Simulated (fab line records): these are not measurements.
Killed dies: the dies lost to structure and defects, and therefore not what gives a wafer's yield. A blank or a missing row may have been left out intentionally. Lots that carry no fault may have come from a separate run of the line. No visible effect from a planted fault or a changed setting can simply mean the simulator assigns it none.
Matching of chambers / flow nand harc / 4 sister chambers for NHARC_A_STAIRCASE_CMP_472 on cmp-04
The step polishes SiO2. 8 wafers are shown with their chamber, then 8 later ones without.

EACH WAFER AND ITS CHAMBER
wafer=L081.5; chamber=0; motor current A (A)=10.5
wafer=L081.2; chamber=2; motor current A (A)=13.0
wafer=L081.3; chamber=1; motor current A (A)=12.6
wafer=L081.4; chamber=3; motor current A (A)=11.0
wafer=L080.1; chamber=0; motor current A (A)=10.6
wafer=L080.2; chamber=2; motor current A (A)=13.4
wafer=L080.4; chamber=3; motor current A (A)=10.7
wafer=L087.4; chamber=1; motor current A (A)=12.5

WAFERS MISSING THEIR CHAMBER
wafer=L087.5; motor current A (A)=12.7
wafer=L087.6; motor current A (A)=12.8
wafer=L087.1; motor current A (A)=13.2
wafer=L087.2; motor current A (A)=10.9
wafer=L087.3; motor current A (A)=10.6
wafer=L090.1; motor current A (A)=10.8
wafer=L090.2; motor current A (A)=11.7
wafer=L090.5; motor current A (A)=10.7

EACH ONE'S CHAMBER
wafer=L087.5; from the rows above=can't be placed: 1 or 2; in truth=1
wafer=L087.6; from the rows above=can't be placed: 1 or 2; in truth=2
wafer=L087.1; from the rows above=2; in truth=2
wafer=L087.2; from the rows above=can't be placed: 3 or 0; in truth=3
wafer=L087.3; from the rows above=can't be placed: 0 or 3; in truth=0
wafer=L090.1; from the rows above=can't be placed: 3 or 0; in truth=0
wafer=L090.2; from the rows above=can't be placed: 3 or 1 or 0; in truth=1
wafer=L090.5; from the rows above=can't be placed: 0 or 3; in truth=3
Placed correctly: 1 of 8. Cannot be placed on the basis of these rows: 7; the candidates contain the true chamber in 7. 0 placed wrongly.
How it was worked out, from the rows above alone: a wafer's distance from a chamber is the root of the sum, over the readings, of the square of ((its reading less the chamber's mean) divided by the reading's scatter). If the next closest chamber is less than 2 further off than the closest, the wafer can't be placed; otherwise it belongs to the closest. The mean given for a chamber averages the wafers shown for that chamber. How the scatter is found: for the shown wafers, subtract from each reading the mean of its chamber, square and add these, divide the total by (wafers less chambers), then take the root.
